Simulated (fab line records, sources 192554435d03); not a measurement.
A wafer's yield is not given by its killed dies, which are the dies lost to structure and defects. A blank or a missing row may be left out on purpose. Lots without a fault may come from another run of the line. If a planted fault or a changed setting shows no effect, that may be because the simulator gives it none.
Matching of chambers + flow n5-finfet + N5_PASSIVATION_STRIP_48 on rie-diel-05: 4 sister chambers
The step strips in O2. 14 wafers are shown with their chamber, then 6 later ones without.

== EACH WAFER AND ITS CHAMBER ==
| wafer  | chamber | showerhead-plenum-p-Torr (Torr) | drypump-motor-current-A (A) | throttle-valve-pct (%) |
|--------|---------|---------------------------------|-----------------------------|------------------------|
| L126.1 | 2       | 2.16                            | 6.1                         | 17.07                  |
| L126.2 | 0       | 2.20                            | 5.8                         | 16.88                  |
| L126.4 | 1       | 2.09                            | 6.6                         | 16.54                  |
| L127.2 | 0       | 2.20                            | 5.7                         | 16.78                  |
| L127.5 | 1       | 2.09                            | 6.6                         | 16.61                  |
| L127.6 | 0       | 2.20                            | 5.7                         | 16.79                  |
| L131.5 | 0       | 2.20                            | 5.7                         | 16.79                  |
| L131.6 | 1       | 2.09                            | 6.6                         | 16.64                  |
| L142.1 | 2       | 2.15                            | 6.0                         | 16.71                  |
| L142.2 | 1       | 2.07                            | 6.6                         | 16.72                  |
| L142.6 | 3       | 2.00                            | 5.9                         | 17.00                  |
| L144.1 | 0       | 2.18                            | 5.7                         | 16.89                  |
| L144.2 | 1       | 2.07                            | 6.6                         | 16.72                  |
| L144.3 | 3       | 2.00                            | 6.0                         | 17.00                  |

SIGNATURES (averages over the wafers above)
| reading                  | chamber 0 | chamber 1 | chamber 2 | chamber 3 | scatter within a chamber |
|--------------------------|-----------|-----------|-----------|-----------|--------------------------|
| showerhead-plenum-p-Torr | 2.1960    | 2.0820    | 2.1550    | 2.0000    | 0.00922                  |
| drypump-motor-current-A  | 5.720     | 6.600     | 6.050     | 5.950     | 0.0424                   |
| throttle-valve-pct       | 16.8260   | 16.6460   | 16.8900   | 17.0000   | 0.1                      |
Rule: a wafer's distance from a chamber is the root of the sum, over the readings, of the square of ((its reading less the chamber's mean) divided by the reading's scatter). The wafer belongs to the nearest chamber; if the next one is less than 2 further off, it can't be placed. The scatter: the root of (the sum of the squares of (reading less its chamber's mean) over the shown wafers, divided by (wafers less chambers)).

== WAFERS MISSING THEIR CHAMBER ==
| wafer  | showerhead-plenum-p-Torr (Torr) | drypump-motor-current-A (A) | throttle-valve-pct (%) |
|--------|---------------------------------|-----------------------------|------------------------|
| L147.1 | 2.15                            | 6.1                         | 16.72                  |
| L147.2 | 2.07                            | 6.6                         | 16.74                  |
| L147.5 | 2.07                            | 6.6                         | 16.72                  |
| L145.4 | 2.00                            | 6.0                         | 17.04                  |
| L145.5 | 2.00                            | 5.9                         | 17.00                  |
| L145.6 | 2.14                            | 6.0                         | 16.77                  |

== CHAMBER TAKEN BY EACH ==
| wafer  | from the rows above | in truth |
|--------|---------------------|----------|
| L147.1 | 2                   | 2        |
| L147.2 | 1                   | 1        |
| L147.5 | 1                   | 1        |
| L145.4 | 3                   | 3        |
| L145.5 | 3                   | 3        |
| L145.6 | 2                   | 2        |
Placed correctly: 6 of 6. Can't be placed from these rows: 0. Wrongly placed: 0.
